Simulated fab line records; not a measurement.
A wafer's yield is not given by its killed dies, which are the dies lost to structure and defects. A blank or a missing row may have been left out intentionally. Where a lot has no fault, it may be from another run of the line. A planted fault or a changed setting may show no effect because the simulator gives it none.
Which of the tools did it? :: flow nandHarc :: 13 lots, 39 wafers sampled, at 5 steps of a route of 1302

## WHAT EACH GAUGE READ, for each wafer
NHARC_END_SORT_01. Usual: killedAtArray 62, standard deviation 18; killedAtOther 0.9, standard deviation 1.2; killedAtPeriphery 4.2, standard deviation 2.9; killedDies 67, standard deviation 17; killedOpen 3.6, standard deviation 1.9; killedShort 2.5, standard deviation 1.6.
lot: L578
measured: day 28 18:57
on: prober-01
killedAtArray: 71 80 335
killedAtOther: 0 0 0
killedAtPeriphery: 7 7 4
killedDies: 78 87 339
killedOpen: 2 3 2
killedShort: 3 2 1
flag: OFF

## EACH LOT AND THE TOOL THAT RAN IT (in order: tool; ch and the chambers of the sampled wafers; start)
lot: L565
NHARC_A_STAIRCASE_CMP_450: cmp-04 ch 1,2,3, day 18 01:29
NHARC_THIN_TSV_DESCUM_14: rieDiel-03 ch 1,3, day 23 23:05
NHARC_THIN_TSV_DEGAS_49: pvdSputter-03, day 24 01:51
NHARC_THIN_TSV_PRE_CLEAN_50: pvdSputter-03, no start

lot: L566
NHARC_A_STAIRCASE_CMP_450: cmp-04 ch 2,3, day 18 08:33
NHARC_THIN_TSV_DESCUM_14: rieDiel-12 ch 0,1,3, day 24 01:13
NHARC_THIN_TSV_DEGAS_49: pvdSputter-02, day 24 03:52
NHARC_THIN_TSV_PRE_CLEAN_50: pvdSputter-02, no start

lot: L567
NHARC_A_STAIRCASE_CMP_450: cmp-04 ch 1,2, day 19 07:47
NHARC_THIN_TSV_DESCUM_14: rieDiel-03 ch 1,3, day 24 02:25
NHARC_THIN_TSV_DEGAS_49: pvdSputter-01, day 24 05:09
NHARC_THIN_TSV_PRE_CLEAN_50: pvdSputter-01, no start

lot: L569
NHARC_A_STAIRCASE_CMP_450: cmp-04 ch 0,1, day 19 08:01
NHARC_THIN_TSV_DESCUM_14: rieDiel-03 ch 1,2, day 24 03:45
NHARC_THIN_TSV_DEGAS_49: pvdSputter-03, day 24 06:30
NHARC_THIN_TSV_PRE_CLEAN_50: pvdSputter-03, no start

lot: L576
NHARC_A_STAIRCASE_CMP_450: cmp-02 ch 0,2, day 22 11:01
NHARC_THIN_TSV_DESCUM_14: rieDiel-03 ch 0,2,3, day 27 05:13
NHARC_THIN_TSV_DEGAS_49: pvdSputter-03, day 27 07:56
NHARC_THIN_TSV_PRE_CLEAN_50: pvdSputter-03, no start

lot: L578
NHARC_A_STAIRCASE_CMP_450: cmp-02 ch 0,1,2, day 23 05:39
NHARC_THIN_TSV_DESCUM_14: rieDiel-04 ch 1,2,3, day 28 05:27
NHARC_THIN_TSV_DEGAS_49: pvdSputter-02, day 28 08:11
NHARC_THIN_TSV_PRE_CLEAN_50: pvdSputter-02, day 28 18:57 or earlier

lot: L579
NHARC_A_STAIRCASE_CMP_450: cmp-01 ch 1,3, day 23 18:17
NHARC_THIN_TSV_DESCUM_14: rieDiel-03 ch 0,2, day 28 11:27
NHARC_THIN_TSV_DEGAS_49: pvdSputter-03, day 28 14:03
NHARC_THIN_TSV_PRE_CLEAN_50: pvdSputter-03, no start

lot: L581
NHARC_A_STAIRCASE_CMP_450: cmp-04 ch 1,2,3, day 24 02:47
NHARC_THIN_TSV_DESCUM_14: rieDiel-04 ch 1,2, day 28 16:23
NHARC_THIN_TSV_DEGAS_49: pvdSputter-01, day 28 18:58
NHARC_THIN_TSV_PRE_CLEAN_50: pvdSputter-01, no start

lot: L584
NHARC_A_STAIRCASE_CMP_450: cmp-02 ch 0,1,3, day 26 19:41
NHARC_THIN_TSV_DESCUM_14: rieDiel-04 ch 0,1,2, day 31 16:47
NHARC_THIN_TSV_DEGAS_49: pvdSputter-03, day 31 19:24
NHARC_THIN_TSV_PRE_CLEAN_50: pvdSputter-03, no start

lot: L585
NHARC_A_STAIRCASE_CMP_450: cmp-01 ch 0,1,2, day 26 19:49
NHARC_THIN_TSV_DESCUM_14: rieDiel-04 ch 1,2,3, day 31 04:44
NHARC_THIN_TSV_DEGAS_49: pvdSputter-01, day 31 07:22
NHARC_THIN_TSV_PRE_CLEAN_50: pvdSputter-01, no start

lot: L587
NHARC_A_STAIRCASE_CMP_450: cmp-02 ch 0,1,2, day 27 03:55
NHARC_THIN_TSV_DESCUM_14: rieDiel-12 ch 0,2,3, day 31 21:00
NHARC_THIN_TSV_DEGAS_49: pvdSputter-03, day 31 23:38
NHARC_THIN_TSV_PRE_CLEAN_50: pvdSputter-03, no start

lot: L586
NHARC_A_STAIRCASE_CMP_450: cmp-02 ch 1,2,3, day 27 04:07
NHARC_THIN_TSV_DESCUM_14: rieDiel-04 ch 0,1, day 31 22:10
NHARC_THIN_TSV_DEGAS_49: pvdSputter-02, day 32 00:46
NHARC_THIN_TSV_PRE_CLEAN_50: pvdSputter-02, no start

lot: L588
NHARC_A_STAIRCASE_CMP_450: cmp-02 ch 0,2,3, day 27 13:26
NHARC_THIN_TSV_DESCUM_14: rieDiel-03 ch 1,2,3, day 32 04:28
NHARC_THIN_TSV_DEGAS_49: pvdSputter-03, day 32 07:04
NHARC_THIN_TSV_PRE_CLEAN_50: pvdSputter-03, no start
- NHARC_A_STAIRCASE_CMP_450: polishes SiO2, target thk 200 nm.
- NHARC_THIN_TSV_DESCUM_14: chemistry O2, time 3 s.
- NHARC_THIN_TSV_DEGAS_49: time 120 s.
- NHARC_THIN_TSV_PRE_CLEAN_50: time 30 s.

## AS READ BY THE TOOLS THEMSELVES (means over the sampled wafers that have a number; for cases with no such wafer, the mark the record gives instead)
NHARC_A_STAIRCASE_CMP_450. Usual: motorCurrentA 11.7 A, standard deviation 1.4.
lot: L565
tool: cmp-04
motorCurrentA (A): 12.2
flag: 

lot: L566
tool: cmp-04
motorCurrentA (A): 12.9
flag: 

lot: L567
tool: cmp-04
motorCurrentA (A): 11.1
flag: 

lot: L569
tool: cmp-04
motorCurrentA (A): 11.9
flag: 

lot: L576
tool: cmp-02
motorCurrentA (A): 12.4
flag: 

lot: L578
tool: cmp-02
motorCurrentA (A): 11.6
flag: 

lot: L579
tool: cmp-01
motorCurrentA (A): 12.4
flag: 

lot: L581
tool: cmp-04
motorCurrentA (A): 12.4
flag: 

lot: L584
tool: cmp-02
motorCurrentA (A): 11.3
flag: 

lot: L585
tool: cmp-01
motorCurrentA (A): 11.3
flag: 

lot: L587
tool: cmp-02
motorCurrentA (A): 11.2
flag: 

lot: L586
tool: cmp-02
motorCurrentA (A): 10.8
flag: 

lot: L588
tool: cmp-02
motorCurrentA (A): 11.6
flag: 

NHARC_THIN_TSV_DESCUM_14. Usual: drypumpMotorCurrentA 5.5 A, standard deviation 0.35; oesProductAu 0.997 a.u., standard deviation 0.0089; rfVppV 57.9 V, standard deviation 0.82; showerheadPlenumPTorr 1.91 Torr, standard deviation 0.076; throttleValvePct 11.310 %, standard deviation 0.0088.
lot: L565
tool: rieDiel-03
drypumpMotorCurrentA (A): 5.4
oesProductAu (a.u.): 0.999
rfVppV (V): 58.1
showerheadPlenumPTorr (Torr): 1.93
throttleValvePct (%): 11.308
flag: 

lot: L566
tool: rieDiel-12
drypumpMotorCurrentA (A): 5.7
oesProductAu (a.u.): 0.987
rfVppV (V): 58.3
showerheadPlenumPTorr (Torr): 1.96
throttleValvePct (%): 11.309
flag: 

lot: L567
tool: rieDiel-03
drypumpMotorCurrentA (A): 5.3
oesProductAu (a.u.): 0.991
rfVppV (V): 57.5
showerheadPlenumPTorr (Torr): 1.98
throttleValvePct (%): 11.310
flag: 

lot: L569
tool: rieDiel-03
drypumpMotorCurrentA (A): 5.2
oesProductAu (a.u.): 0.995
rfVppV (V): 58.3
showerheadPlenumPTorr (Torr): 1.97
throttleValvePct (%): 11.322
flag: 

lot: L576
tool: rieDiel-03
drypumpMotorCurrentA (A): 5.4
oesProductAu (a.u.): 0.990
rfVppV (V): 58.6
showerheadPlenumPTorr (Torr): 1.94
throttleValvePct (%): 11.311
flag: 

lot: L578
tool: rieDiel-04
drypumpMotorCurrentA (A): 5.5
oesProductAu (a.u.): 1.001
rfVppV (V): 58.1
showerheadPlenumPTorr (Torr): 1.83
throttleValvePct (%): 11.314
flag: 

lot: L579
tool: rieDiel-03
drypumpMotorCurrentA (A): 5.3
oesProductAu (a.u.): 0.989
rfVppV (V): 57.9
showerheadPlenumPTorr (Torr): 1.97
throttleValvePct (%): 11.309
flag: 

lot: L581
tool: rieDiel-04
drypumpMotorCurrentA (A): 5.8
oesProductAu (a.u.): 1.005
rfVppV (V): 58.0
showerheadPlenumPTorr (Torr): 1.83
throttleValvePct (%): 11.310
flag: 

lot: L584
tool: rieDiel-04
drypumpMotorCurrentA (A): 5.6
oesProductAu (a.u.): 1.000
rfVppV (V): 56.9
showerheadPlenumPTorr (Torr): 1.86
throttleValvePct (%): 11.324
flag: 

lot: L585
tool: rieDiel-04
drypumpMotorCurrentA (A): 5.5
oesProductAu (a.u.): 1.003
rfVppV (V): 58.5
showerheadPlenumPTorr (Torr): 1.83
throttleValvePct (%): 11.309
flag: 

lot: L587
tool: rieDiel-12
drypumpMotorCurrentA (A): 5.8
oesProductAu (a.u.): 1.002
rfVppV (V): 58.2
showerheadPlenumPTorr (Torr): 1.96
throttleValvePct (%): 11.311
flag: 

lot: L586
tool: rieDiel-04
drypumpMotorCurrentA (A): 5.4
oesProductAu (a.u.): 0.997
rfVppV (V): 58.3
showerheadPlenumPTorr (Torr): 1.89
throttleValvePct (%): 11.314
flag: 

lot: L588
tool: rieDiel-03
drypumpMotorCurrentA (A): 5.3
oesProductAu (a.u.): 1.000
rfVppV (V): 59.3
showerheadPlenumPTorr (Torr): 1.95
throttleValvePct (%): 11.306
flag: 

NHARC_THIN_TSV_DEGAS_49. Usual: heaterPowerW 449 W, standard deviation 49.
lot: L565
tool: pvdSputter-03
heaterPowerW (W): 419
flag: 

lot: L566
tool: pvdSputter-02
heaterPowerW (W): 491
flag: 

lot: L567
tool: pvdSputter-01
heaterPowerW (W): 441
flag: 

lot: L569
tool: pvdSputter-03
heaterPowerW (W): 418
flag: 

lot: L576
tool: pvdSputter-03
heaterPowerW (W): 470
flag: 

lot: L578
tool: pvdSputter-02
heaterPowerW (W): 495
flag: 

lot: L579
tool: pvdSputter-03
heaterPowerW (W): 438
flag: 

lot: L581
tool: pvdSputter-01
heaterPowerW (W): 450
flag: 

lot: L584
tool: pvdSputter-03
heaterPowerW (W): 442
flag: 

lot: L585
tool: pvdSputter-01
heaterPowerW (W): 436
flag: 

lot: L587
tool: pvdSputter-03
heaterPowerW (W): 443
flag: 

lot: L586
tool: pvdSputter-02
heaterPowerW (W): 467
flag: 

lot: L588
tool: pvdSputter-03
heaterPowerW (W): 451
flag: 

NHARC_THIN_TSV_PRE_CLEAN_50. Usual: heaterPowerW 389 W, standard deviation 41.
lot: L565
tool: pvdSputter-03
heaterPowerW (W): 366
flag: 

lot: L566
tool: pvdSputter-02
heaterPowerW (W): 368
flag: 

lot: L567
tool: pvdSputter-01
heaterPowerW (W): 389
flag: 

lot: L569
tool: pvdSputter-03
heaterPowerW (W): 386
flag: 

lot: L576
tool: pvdSputter-03
heaterPowerW (W): 391
flag: 

lot: L578
tool: pvdSputter-02
heaterPowerW (W): 435
flag: 

lot: L579
tool: pvdSputter-03
heaterPowerW (W): 387
flag: 

lot: L581
tool: pvdSputter-01
heaterPowerW (W): 390
flag: 

lot: L584
tool: pvdSputter-03
heaterPowerW (W): 396
flag: 

lot: L585
tool: pvdSputter-01
heaterPowerW (W): 345
flag: 

lot: L587
tool: pvdSputter-03
heaterPowerW (W): 388
flag: 

lot: L586
tool: pvdSputter-02
heaterPowerW (W): 432
flag: 

lot: L588
tool: pvdSputter-03
heaterPowerW (W): 384
flag: 

## THE ANSWER, worked out from the rows above alone
Rule: a lot counts as off when the mean over its wafers that have a number is more than 3 standard deviations away from the usual mean. Also off: a lot with no number at a reading for which 4 or more lots have one. Where the step has rows for the other lots, those lots are counted as sound. The gauges are gone through in route order, then the tools' own readings, and for those a lot's mean is taken as printed above. At the first step where some lot is off, the reading lying furthest off is the one used; lots without a number count as furthest.
Off: L578 (NHARC_END_SORT_01, killedDies). Neither off nor sound, because the step has no rows for them: L565, L566, L567, L569, L576, L579, L581, L584, L585, L587, L586, L588.
A tool fits if, at a process step before that reading, it ran every lot that is off, and no sound lot after the first of them. The gauges at NHARC_END_SORT_01 are tried like those tools. With no start given for some of its lots, NHARC_THIN_TSV_PRE_CLEAN_50 uses the hours and lot order of NHARC_END_SORT_01. Can't be told from this: 4 tools fit, cmp-02 at NHARC_A_STAIRCASE_CMP_450, rieDiel-04 at NHARC_THIN_TSV_DESCUM_14, pvdSputter-02 at NHARC_THIN_TSV_DEGAS_49 and NHARC_THIN_TSV_PRE_CLEAN_50, prober-01 at NHARC_END_SORT_01.

## WHAT THE SIMULATOR HAD INSERTED
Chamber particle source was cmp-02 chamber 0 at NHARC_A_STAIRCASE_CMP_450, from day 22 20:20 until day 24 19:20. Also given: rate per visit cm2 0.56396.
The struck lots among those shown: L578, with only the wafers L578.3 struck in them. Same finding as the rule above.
